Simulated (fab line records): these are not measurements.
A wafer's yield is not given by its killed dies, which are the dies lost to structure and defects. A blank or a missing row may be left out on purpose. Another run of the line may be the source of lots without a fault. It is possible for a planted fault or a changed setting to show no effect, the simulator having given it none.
Which tool is to blame? :: flow n5 finfet :: 24 wafers from 10 lots sampled at 7 of the route's 1938 steps

== WHAT THE GAUGES READ, wafer by wafer ==
N5_BEOL_M4_RC_MEAS_101.
lot: L415
measured: day 8 10:56
on: prober-02
DIBL_N (mV/V): 37.5 38.5 35.5
DIBL_P (mV/V): 36.4 38.3 34.8
IOFF_N (nA/um): 0.161 0.195 0.131
IOFF_P (nA/um): 0.23 0.27 0.20
ION_N (uA/um): 675 690 665
ION_P (uA/um): 467 474 465
SS_N (mV/dec): 71.4 72.0 71.7
SS_P (mV/dec): 73.3 73.9 73.3
VT_N (mV): 249 244 251
VT_P (mV): -247 -245 -248

lot: L420
measured: day 9 17:10
on: prober-02
DIBL_N (mV/V): 37.0 37.5 35.0
DIBL_P (mV/V): 36.6 37.7 33.7
IOFF_N (nA/um): 0.143 0.146 0.112
IOFF_P (nA/um): 0.19 0.19 0.14
ION_N (uA/um): 670 665 661
ION_P (uA/um): 459 453 450
SS_N (mV/dec): 71.6 71.9 71.4
SS_P (mV/dec): 73.8 74.1 72.9
VT_N (mV): 252 254 256
VT_P (mV): -255 -255 -259

lot: L419
measured: day 10 03:01
on: prober-02
DIBL_N (mV/V): 36.8 37.5
DIBL_P (mV/V): 38.6 38.5
IOFF_N (nA/um): 0.155 0.170
IOFF_P (nA/um): 0.19 0.20
ION_N (uA/um): 678 676
ION_P (uA/um): 459 463
SS_N (mV/dec): 71.0 70.9
SS_P (mV/dec): 73.4 73.9
VT_N (mV): 252 251
VT_P (mV): -252 -254

lot: L423
measured: day 10 23:41
on: prober-01
DIBL_N (mV/V): 37.7 37.9
DIBL_P (mV/V): 35.1 34.9
IOFF_N (nA/um): 0.151 0.149
IOFF_P (nA/um): 0.21 0.20
ION_N (uA/um): 666 662
ION_P (uA/um): 459 451
SS_N (mV/dec): 72.1 72.2
SS_P (mV/dec): 72.7 73.3
VT_N (mV): 253 255
VT_P (mV): -249 -250

lot: L424
measured: day 11 00:23
on: prober-02
DIBL_N (mV/V): 36.5 35.9
DIBL_P (mV/V): 35.2 34.6
IOFF_N (nA/um): 0.167 0.151
IOFF_P (nA/um): 0.21 0.20
ION_N (uA/um): 681 670
ION_P (uA/um): 466 462
SS_N (mV/dec): 72.1 70.9
SS_P (mV/dec): 72.9 73.4
VT_N (mV): 251 250
VT_P (mV): -246 -248

lot: L426
measured: day 11 04:14
on: prober-02
DIBL_N (mV/V): 34.0 34.7
DIBL_P (mV/V): 33.2 34.0
IOFF_N (nA/um): 0.117 0.126
IOFF_P (nA/um): 0.17 0.18
ION_N (uA/um): 659 666
ION_P (uA/um): 461 454
SS_N (mV/dec): 71.1 71.7
SS_P (mV/dec): 73.0 73.1
VT_N (mV): 251 253
VT_P (mV): -252 -252

lot: L428
measured: day 11 21:38
on: prober-02
DIBL_N (mV/V): 35.2 38.9
DIBL_P (mV/V): 36.2 40.1
IOFF_N (nA/um): 0.142 0.205
IOFF_P (nA/um): 0.20 0.27
ION_N (uA/um): 675 687
ION_P (uA/um): 461 475
SS_N (mV/dec): 71.5 72.3
SS_P (mV/dec): 73.4 74.0
VT_N (mV): 250 245
VT_P (mV): -252 -247

lot: L434
measured: day 13 12:31
on: prober-02
DIBL_N (mV/V): 33.7 33.9 34.5
DIBL_P (mV/V): 34.6 34.2 34.7
IOFF_N (nA/um): 0.135 0.133 0.145
IOFF_P (nA/um): 0.20 0.19 0.20
ION_N (uA/um): 662 664 653
ION_P (uA/um): 465 455 455
SS_N (mV/dec): 71.3 71.8 71.4
SS_P (mV/dec): 72.6 73.0 73.2
VT_N (mV): 251 253 254
VT_P (mV): -249 -251 -252

lot: L435
measured: day 13 15:20
on: prober-01
DIBL_N (mV/V): 36.0 35.9 35.4
DIBL_P (mV/V): 35.4 35.9 35.1
IOFF_N (nA/um): 0.146 0.154 0.144
IOFF_P (nA/um): 0.22 0.23 0.21
ION_N (uA/um): 676 678 693
ION_P (uA/um): 467 466 468
SS_N (mV/dec): 71.5 71.8 71.3
SS_P (mV/dec): 73.1 73.0 72.4
VT_N (mV): 251 246 251
VT_P (mV): -249 -248 -248

lot: L436
measured: day 14 09:00
on: prober-02
DIBL_N (mV/V): 35.6 35.0
DIBL_P (mV/V): 35.7 34.9
IOFF_N (nA/um): 0.151 0.137
IOFF_P (nA/um): 0.21 0.19
ION_N (uA/um): 666 675
ION_P (uA/um): 465 472
SS_N (mV/dec): 71.9 71.3
SS_P (mV/dec): 73.4 72.8
VT_N (mV): 251 256
VT_P (mV): -251 -253

N5_BEOL_M14_THK_MEAS_50: measures by xrf.
lot: L415
measured: day 11 19:37
on: film metro-01
M14_THK (nm): 545 534 534

lot: L420
measured: day 13 02:40
on: film metro-02
M14_THK (nm): 538 542 534

lot: L419
measured: day 13 21:26
on: film metro-01
M14_THK (nm): 533 531

lot: L423
measured: day 14 10:09
on: film metro-01
M14_THK (nm): 547 1016

lot: L424
measured: day 14 09:19
on: film metro-01
M14_THK (nm): 533 542

lot: L426
measured: day 14 19:09
on: film metro-01
M14_THK (nm): 987 998

lot: L428
measured: day 15 06:35
on: film metro-02
M14_THK (nm): 981 543

lot: L434
measured: day 16 13:40
on: film metro-01
M14_THK (nm): 543 542 536

lot: L435
measured: day 17 02:34
on: film metro-02
M14_THK (nm): 549 530 549

lot: L436
measured: day 18 03:08
on: film metro-01
M14_THK (nm): 544 537

N5_BEOL_M14_INSPECT_55: inspects for defects (darkfield).
lot: L415
measured: day 11 19:48
on: defect inspect-02
raw defect count: 52 36 37

lot: L420
measured: day 13 02:49
on: defect inspect-01
raw defect count: 53 72 92

lot: L419
measured: day 13 21:35
on: defect inspect-02
raw defect count: 69 60

lot: L423
measured: day 14 10:18
on: defect inspect-02
raw defect count: 93 6413

lot: L424
measured: day 14 09:28
on: defect inspect-02
raw defect count: 50 74

lot: L426
measured: day 14 19:19
on: defect inspect-01
raw defect count: 6419 6623

lot: L428
measured: day 15 06:44
on: defect inspect-02
raw defect count: 6438 60

lot: L434
measured: day 16 13:50
on: defect inspect-02
raw defect count: 84 62 82

lot: L435
measured: day 17 02:44
on: defect inspect-01
raw defect count: 96 93 68

lot: L436
measured: day 18 03:17
on: defect inspect-02
raw defect count: 93 134

== TOOL THAT RAN EACH LOT (tool first, then ch and the chambers of the sampled wafers, then the start) ==
lot: L415
N5_BEOL_M14_ETCH_67: rie diel-03 ch 0,3, day 11 16:25
N5_BEOL_M14_DEGAS_41: pvd sputter-02, day 11 18:17
N5_BEOL_M14_ANNEAL_48: rtp anneal-02 ch 0, day 11 19:04
N5_BEOL_M14_CMP_49: cmp-03 ch 0,1, day 11 19:19

lot: L420
N5_BEOL_M14_ETCH_67: rie diel-02 ch 1,3, day 13 00:26
N5_BEOL_M14_DEGAS_41: pvd sputter-01, day 13 01:26
N5_BEOL_M14_ANNEAL_48: rtp anneal-02 ch 0, day 13 02:10
N5_BEOL_M14_CMP_49: cmp-04 ch 0,3, day 13 02:25

lot: L419
N5_BEOL_M14_ETCH_67: rie diel-03 ch 2,3, day 13 17:13
N5_BEOL_M14_DEGAS_41: pvd sputter-01, day 13 20:19
N5_BEOL_M14_ANNEAL_48: rtp anneal-01 ch 0, day 13 21:01
N5_BEOL_M14_CMP_49: cmp-03 ch 1,2, day 13 21:17

lot: L423
N5_BEOL_M14_ETCH_67: rie diel-02 ch 0,2, day 14 06:58
N5_BEOL_M14_DEGAS_41: pvd sputter-02, day 14 09:01
N5_BEOL_M14_ANNEAL_48: rtp anneal-01 ch 0, day 14 09:41
N5_BEOL_M14_CMP_49: cmp-03 ch 1,2, day 14 09:58

lot: L424
N5_BEOL_M14_ETCH_67: rie diel-03 ch 0,2, day 14 05:55
N5_BEOL_M14_DEGAS_41: pvd sputter-02, day 14 08:10
N5_BEOL_M14_ANNEAL_48: rtp anneal-01 ch 0, day 14 08:51
N5_BEOL_M14_CMP_49: cmp-03 ch 3, day 14 09:03

lot: L426
N5_BEOL_M14_ETCH_67: rie diel-03 ch 0,2, day 14 13:32
N5_BEOL_M14_DEGAS_41: pvd sputter-02, day 14 17:55
N5_BEOL_M14_ANNEAL_48: rtp anneal-01 ch 0, day 14 18:34
N5_BEOL_M14_CMP_49: cmp-03 ch 0,2, day 14 18:58

lot: L428
N5_BEOL_M14_ETCH_67: rie diel-02 ch 1,3, day 15 01:52
N5_BEOL_M14_DEGAS_41: pvd sputter-01, day 15 05:27
N5_BEOL_M14_ANNEAL_48: rtp anneal-02 ch 0, day 15 06:00
N5_BEOL_M14_CMP_49: cmp-03 ch 0,1, day 15 06:17

lot: L434
N5_BEOL_M14_ETCH_67: rie diel-02 ch 1,2, day 16 09:50
N5_BEOL_M14_DEGAS_41: pvd sputter-01, day 16 12:31
N5_BEOL_M14_ANNEAL_48: rtp anneal-02 ch 0, day 16 13:07
N5_BEOL_M14_CMP_49: cmp-04 ch 1,2, day 16 13:22

lot: L435
N5_BEOL_M14_ETCH_67: rie diel-03 ch 0,2, day 17 00:10
N5_BEOL_M14_DEGAS_41: pvd sputter-03, day 17 01:17
N5_BEOL_M14_ANNEAL_48: rtp anneal-02 ch 0, day 17 01:58
N5_BEOL_M14_CMP_49: cmp-02 ch 0,1, day 17 02:18

lot: L436
N5_BEOL_M14_ETCH_67: rie diel-02 ch 0,3, day 17 19:43
N5_BEOL_M14_DEGAS_41: pvd sputter-01, day 18 01:49
N5_BEOL_M14_ANNEAL_48: rtp anneal-02 ch 0, day 18 02:22
N5_BEOL_M14_CMP_49: cmp-04 ch 1,3, day 18 02:50
- N5_BEOL_M14_ETCH_67: etches SiARC in CF4, target depth 143 nm, time 238.3 s.
- N5_BEOL_M14_DEGAS_41: time 60 s.
- N5_BEOL_M14_ANNEAL_48: time 90 s.
- N5_BEOL_M14_CMP_49: polishes, stops on SiO2, t overpolish 5.2 s, target thk 560 nm.

== WHAT THE TOOLS THEMSELVES READ (means of the sampled wafers that have a number; where no wafer has one, the mark that the record gives instead) ==
N5_BEOL_M14_ETCH_67.
lot: L415
tool: rie diel-03
cf4 flow sccm (sccm): 100.05
drypump motor current A (A): 5.4
etch rf on time s (s): 240
oes product au (a.u.): 0.65
rf vpp V (V): 184.0
showerhead plenum p Torr (Torr): 2.18
throttle valve pct (%): 15.79

lot: L420
tool: rie diel-02
cf4 flow sccm (sccm): 99.74
drypump motor current A (A): 6.0
etch rf on time s (s): 238
oes product au (a.u.): 0.74
rf vpp V (V): 184.3
showerhead plenum p Torr (Torr): 2.14
throttle valve pct (%): 15.19

lot: L419
tool: rie diel-03
cf4 flow sccm (sccm): 100.02
drypump motor current A (A): 5.6
etch rf on time s (s): 242
oes product au (a.u.): 0.70
rf vpp V (V): 184.9
showerhead plenum p Torr (Torr): 2.16
throttle valve pct (%): 15.54

lot: L423
tool: rie diel-02
cf4 flow sccm (sccm): 100.15
drypump motor current A (A): 5.1
etch rf on time s (s): 232
oes product au (a.u.): 0.73
rf vpp V (V): 184.6
showerhead plenum p Torr (Torr): 2.17
throttle valve pct (%): 15.59

lot: L424
tool: rie diel-03
cf4 flow sccm (sccm): 99.73
drypump motor current A (A): 6.0
etch rf on time s (s): 238
oes product au (a.u.): 0.74
rf vpp V (V): 183.4
showerhead plenum p Torr (Torr): 2.08
throttle valve pct (%): 15.54

lot: L426
tool: rie diel-03
cf4 flow sccm (sccm): 99.86
drypump motor current A (A): 6.0
etch rf on time s (s): 240
oes product au (a.u.): 0.73
rf vpp V (V): 182.7
showerhead plenum p Torr (Torr): 2.08
throttle valve pct (%): 15.54

lot: L428
tool: rie diel-02
cf4 flow sccm (sccm): 99.97
drypump motor current A (A): 5.8
etch rf on time s (s): 238
oes product au (a.u.): 0.72
rf vpp V (V): 183.7
showerhead plenum p Torr (Torr): 2.17
throttle valve pct (%): 15.26

lot: L434
tool: rie diel-02
cf4 flow sccm (sccm): 99.88
drypump motor current A (A): 5.6
etch rf on time s (s): 239
oes product au (a.u.): 0.68
rf vpp V (V): 182.6
showerhead plenum p Torr (Torr): 2.06
throttle valve pct (%): 15.41

lot: L435
tool: rie diel-03
cf4 flow sccm (sccm): 99.85
drypump motor current A (A): 6.0
etch rf on time s (s): 238
oes product au (a.u.): 0.70
rf vpp V (V): 183.4
showerhead plenum p Torr (Torr): 2.07
throttle valve pct (%): 15.68

lot: L436
tool: rie diel-02
cf4 flow sccm (sccm): 99.92
drypump motor current A (A): 5.2
etch rf on time s (s): 238
oes product au (a.u.): 0.72
rf vpp V (V): 184.6
showerhead plenum p Torr (Torr): 2.25
throttle valve pct (%): 15.59

N5_BEOL_M14_DEGAS_41.
lot: L415
tool: pvd sputter-02
heater power w (W): 504

lot: L420
tool: pvd sputter-01
heater power w (W): 407

lot: L419
tool: pvd sputter-01
heater power w (W): 422

lot: L423
tool: pvd sputter-02
heater power w (W): 386

lot: L424
tool: pvd sputter-02
heater power w (W): 490

lot: L426
tool: pvd sputter-02
heater power w (W): 510

lot: L428
tool: pvd sputter-01
heater power w (W): 425

lot: L434
tool: pvd sputter-01
heater power w (W): 387

lot: L435
tool: pvd sputter-03
heater power w (W): 492

lot: L436
tool: pvd sputter-01
heater power w (W): 416

N5_BEOL_M14_ANNEAL_48.
lot: L415
tool: rtp anneal-02
wafer_temp_C_max: 225.84

lot: L420
tool: rtp anneal-02
wafer_temp_C_max: 225.76

lot: L419
tool: rtp anneal-01
wafer_temp_C_max: 225.72

lot: L423
tool: rtp anneal-01
wafer_temp_C_max: 225.47

lot: L424
tool: rtp anneal-01
wafer_temp_C_max: 225.77

lot: L426
tool: rtp anneal-01
wafer_temp_C_max: 225.64

lot: L428
tool: rtp anneal-02
wafer_temp_C_max: 225.48

lot: L434
tool: rtp anneal-02
wafer_temp_C_max: 226.01

lot: L435
tool: rtp anneal-02
wafer_temp_C_max: 225.71

lot: L436
tool: rtp anneal-02
wafer_temp_C_max: 225.83

N5_BEOL_M14_CMP_49.
lot: L415
tool: cmp-03
barrier field endpoint s (s): 11.06
motor current A (A): 8.8
overpolish run s (s): 5.194
time to endpoint s (s): 117

lot: L420
tool: cmp-04
barrier field endpoint s (s): 11.28
motor current A (A): 8.1
overpolish run s (s): 5.208
time to endpoint s (s): 122

lot: L419
tool: cmp-03
barrier field endpoint s (s): 11.14
motor current A (A): 9.1
overpolish run s (s): 5.188
time to endpoint s (s): 120

lot: L423
tool: cmp-03
barrier field endpoint s (s): 17.32
motor current A (A): 8.9
overpolish run s (s): 3.854
time to endpoint s (s): 138

lot: L424
tool: cmp-03
barrier field endpoint s (s): 11.37
motor current A (A): 7.0
overpolish run s (s): 5.180
time to endpoint s (s): 122

lot: L426
tool: cmp-03
barrier field endpoint s (s): 22.35
motor current A (A): 7.3
overpolish run s (s): 3.650
time to endpoint s (s): 159

lot: L428
tool: cmp-03
barrier field endpoint s (s): 17.34
motor current A (A): 8.2
overpolish run s (s): 3.998
time to endpoint s (s): 138

lot: L434
tool: cmp-04
barrier field endpoint s (s): 11.19
motor current A (A): 7.6
overpolish run s (s): 5.202
time to endpoint s (s): 116

lot: L435
tool: cmp-02
barrier field endpoint s (s): 10.88
motor current A (A): 7.5
overpolish run s (s): 5.199
time to endpoint s (s): 116

lot: L436
tool: cmp-04
barrier field endpoint s (s): 10.91
motor current A (A): 8.1
overpolish run s (s): 5.190
time to endpoint s (s): 118

== THE ANSWER, worked out from the rows above alone ==
Rule: usual is defined by the lots themselves. Put in order of their means at a reading, lots are off if they are a third of the lots or fewer, leave a main group of 4 or more, and stand apart from it by a gap of 3 or more times the standard deviation of the main group's means; of several such gaps the widest counts. If all means in a main group match to the digits the tables above print for the reading, that group is not used. A lot without any number at a reading at which 4 lots or more have one is off too. Where the step has rows for the other lots, those lots are counted as sound. The gauges are gone through in route order, then the tools' own readings, and for those a lot's mean is taken as printed above. At the first step where some lot is off, the reading lying furthest off is the one used; lots without a number count as furthest.
Off: L423, L426, L428, seen at N5_BEOL_M14_THK_MEAS_50 (M14_THK). Mean 538 nm and standard deviation 3.1 in the main group.
A tool fits if, at a process step before that reading, it ran every lot that is off, and no sound lot after the first of them. The gauges at N5_BEOL_M14_THK_MEAS_50 aren't tried: what is off there is off at N5_BEOL_M14_INSPECT_55 too, on other tools, and a gauge's error can't cause that. One candidate fits, namely cmp-03 at N5_BEOL_M14_CMP_49. A fault onset in the window from L424 (day 14 09:03, its last sound lot) to L423 (day 14 09:58, its first lot off) fits.
The tool's own readings at N5_BEOL_M14_CMP_49 bear it out: on the lots that are off they differ by more than 5 times the standard deviation of the sound lots' means. barrier field endpoint s reads 19.00 s there against 11.12 s on the sound lots; overpolish run s reads 3.834 s there against 5.194 s on the sound lots; time to endpoint s reads 145 s there against 119 s on the sound lots.

== WHAT WAS PUT IN BY THE SIMULATOR ==
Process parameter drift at N5_BEOL_M14_CMP_49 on cmp-03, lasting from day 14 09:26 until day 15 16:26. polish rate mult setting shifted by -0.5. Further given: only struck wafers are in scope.
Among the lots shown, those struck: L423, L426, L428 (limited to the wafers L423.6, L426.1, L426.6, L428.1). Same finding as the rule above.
